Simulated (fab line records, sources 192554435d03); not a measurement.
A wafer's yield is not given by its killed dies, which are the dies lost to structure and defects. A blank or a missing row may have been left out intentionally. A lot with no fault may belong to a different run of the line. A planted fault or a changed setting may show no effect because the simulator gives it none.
Split-lot experiment | flow n5-finfet | 21 wafers read from 7 lots, route of 1938 steps

ON THE SPLIT
At N5_BEOL_M3_TRENCH_ETCH_37 (etches SiOC in C4F6/O2, target depth 55.555 nm, time 29.2 s), the setting source-w was moved away from the recipe's 355 W on 2 of the 21 wafers read, by -14.6% to -8.2%. This setting was run at the recipe's value on the other wafers.

FROM THE SPLIT TO THE READING: what the file shows between them, 2 steps
- N5_BEOL_M3_ETCH_41: etches SiCN in CH3F/O2, target depth 29.9 nm, time 52.5 s
- N5_BEOL_M3_STRIP_97: strips in N2/H2, time 10 s

THE READING
trench-depth-nm, in nm, at N5_BEOL_M3_OCD_MEAS_38. Typical for fault-free wafers on this fab line: 55.5 nm, with standard deviation 0.79 nm.

wafer  | tool, chamber at the split | source-w as run, W | against the recipe | trench-depth-nm, nm | against lot-mates on the recipe
L075.3 | rie-diel-06, 3             | 355                | recipe             | 57.2                | -
L075.4 | rie-diel-06, 0             | 303.3              | -14.6%             | 52.7                | -4.7
L075.5 | rie-diel-06, 0             | 355                | recipe             | 57.6                | -
L077.2 | rie-diel-06, 0             | 355                | recipe             | 56.2                | -
L077.3 | rie-diel-06, 3             | 325.9              | -8.2%              | 54.1                | -1.8
L077.4 | rie-diel-06, 1             | 355                | recipe             | 55.5                | -
L081.2 | rie-diel-05, 3             | 355                | recipe             | 54.9                | -
L081.5 | rie-diel-05, 3             | 355                | recipe             | 55.0                | -
L081.6 | rie-diel-05, 2             | 355                | recipe             | 54.5                | -
L080.1 | rie-diel-05, 1             | 355                | recipe             | 55.0                | -
L080.3 | rie-diel-05, 2             | 355                | recipe             | 54.1                | -
L080.5 | rie-diel-05, 2             | 355                | recipe             | 54.3                | -
L085.2 | rie-diel-01, 0             | 355                | recipe             | 55.3                | -
L085.4 | rie-diel-01, 3             | 355                | recipe             | 55.5                | -
L085.6 | rie-diel-01, 0             | 355                | recipe             | 55.2                | -
L088.1 | rie-diel-05, 1             | 355                | recipe             | 55.4                | -
L088.5 | rie-diel-05, 2             | 355                | recipe             | 54.4                | -
L088.6 | rie-diel-05, 3             | 355                | recipe             | 54.6                | -
L095.1 | rie-diel-05, 0             | 355                | recipe             | 55.4                | -
L095.3 | rie-diel-05, 2             | 355                | recipe             | 56.1                | -
L095.6 | rie-diel-05, 3             | 355                | recipe             | 55.3                | -

FIT RESULTS
A straight line over all 21 wafers: trench-depth-nm changes by +0.175 nm for each +1% of source-w; r = +0.58; the points scatter about the line by 0.89 nm.
The same after taking each lot's own level away (the mean of its wafers on the recipe; 21 wafers): +0.298 nm for each +1%; r = +0.95; scatter 0.36 nm.
The reading moves by 4.3 nm for the largest change in source-w, on that fit.
Across the lots, their own levels run from 54.47 to 57.40 nm, a range of 3.7 times the standard deviation given above.
So the lot-to-lot level blurs the effect unless lot-mates are compared.
Check: with one of the wafers moved furthest among these (-14.6%) left out of the fit, the line predicts -3.11 nm for it against its lot-mates. Against them it came out at -4.7 nm.
Tool readings at the split's step, against how far the setting was moved: rf-vpp-V r = -0.86.

OTHER SPLITS APPLIED TO THESE WAFERS
These wafers also went through other splits before the reading. Each is held against what the fit with the lots' levels taken away leaves over:
other split on the same wafers | wafers away from the commonest value | r with trench-depth-nm (lot level and that fit taken away)
N5_BEOL_M0_ETCH_138 bias-w     | 5                                    | -0.12
N5_BEOL_M0_ETCH_128 source-w   | 7                                    | +0.28
N5_BEOL_M0_ETCH_109 bias-w     | 7                                    | -0.02
N5_BEOL_M2_EXPOSE_08 dose-mj   | 3                                    | +0.09
N5_BEOL_M3_ETCH_64 bias-w      | 7                                    | -0.31
N5_BEOL_M3_COAT_22 spin-rpm    | 8                                    | -0.08

THE WHOLE CHAIN: every reading that the file lists as answering this split, in the file's order
step                      | what it does                                                | reading                                                                   | change (the file's fit)               | r (the file's)
N5_BEOL_M3_TRENCH_ETCH_37 | etches SiOC in C4F6/O2, target depth 55.555 nm, time 29.2 s | rf-vpp-V                                                                  | -3.71 V for each +1% of the setting   | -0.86
N5_BEOL_M3_TRENCH_ETCH_37 | etches SiOC in C4F6/O2, target depth 55.555 nm, time 29.2 s | etch.depth-nm (the simulator's own value, which no gauge read)            | +0.274 nm for each +1% of the setting | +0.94
N5_BEOL_M3_TRENCH_ETCH_37 | etches SiOC in C4F6/O2, target depth 55.555 nm, time 29.2 s | BEOL_M3.feature-depth-nm (the simulator's own value, which no gauge read) | +0.268 nm for each +1% of the setting | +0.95
N5_BEOL_M3_OCD_MEAS_38    |                                                             | trench-depth-nm                                                           | +0.297 nm for each +1% of the setting | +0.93

FILE'S OWN FIT
trench-depth-nm changes by +0.297 nm for each +1% of source-w, r = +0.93.
